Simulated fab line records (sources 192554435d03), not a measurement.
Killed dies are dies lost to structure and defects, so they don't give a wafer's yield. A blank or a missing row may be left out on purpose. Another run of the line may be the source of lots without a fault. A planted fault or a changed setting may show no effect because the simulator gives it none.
Chamber matching + flow n5 finfet + N5_BEOL_M0_SAQP_SPACER1_ALD_98 on ald sin-02 has 4 sister chambers
The step deposits SiO2, target thk 12.8 nm, pulse time 1 s, purge time 2 s. 7 wafers are shown with their chamber, then 8 later ones without.

WAFERS PAIRED WITH THEIR CHAMBERS
| wafer  | chamber | heater power w (W) | chamber pressure Torr (Torr) |
|--------|---------|--------------------|------------------------------|
| L079.6 | 2       | 446                | 1.999                        |
| L083.4 | 2       | 436                | 1.999                        |
| L083.5 | 0       | 462                | 1.996                        |
| L088.1 | 1       | 418                | 2.001                        |
| L088.4 | 3       | 499                | 2.004                        |
| L088.6 | 0       | 477                | 2.004                        |
| L089.2 | 1       | 404                | 1.999                        |

WAFERS WITHOUT THEIR CHAMBER
| wafer  | heater power w (W) | chamber pressure Torr (Torr) |
|--------|--------------------|------------------------------|
| L089.3 | 445                | 1.998                        |
| L089.5 | 453                | 2.002                        |
| L090.3 | 504                | 1.996                        |
| L090.4 | 415                | 1.994                        |
| L090.5 | 436                | 2.000                        |
| L094.1 | 503                | 1.999                        |
| L094.3 | 444                | 2.000                        |
| L094.4 | 478                | 1.992                        |

WHICH CHAMBER EACH WENT THROUGH
| wafer  | from the rows above          | in truth |
|--------|------------------------------|----------|
| L089.3 | 2                            | 2        |
| L089.5 | can't be placed: 2 or 0      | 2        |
| L090.3 | can't be placed: 3 or 0      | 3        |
| L090.4 | can't be placed: 1 or 2      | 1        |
| L090.5 | 2                            | 2        |
| L094.1 | 3                            | 3        |
| L094.3 | 2                            | 2        |
| L094.4 | can't be placed: 0 or 3 or 2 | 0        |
Placed correctly: 4 of 8. Cannot be placed on the basis of these rows: 4; the candidates contain the true chamber in 4. Number placed wrongly: 0.
How it was worked out, from the rows above alone: a wafer's distance from a chamber is the root of the sum, over the readings, of the square of ((its reading less the chamber's mean) divided by the reading's scatter). The wafer belongs to the nearest chamber; if the next one is less than 2 further off, it can't be placed. Each chamber's mean is taken over the wafers shown for it. The scatter: take each reading less its chamber's mean, square it, sum over the shown wafers, divide by the number of wafers less the number of chambers, and take the root.
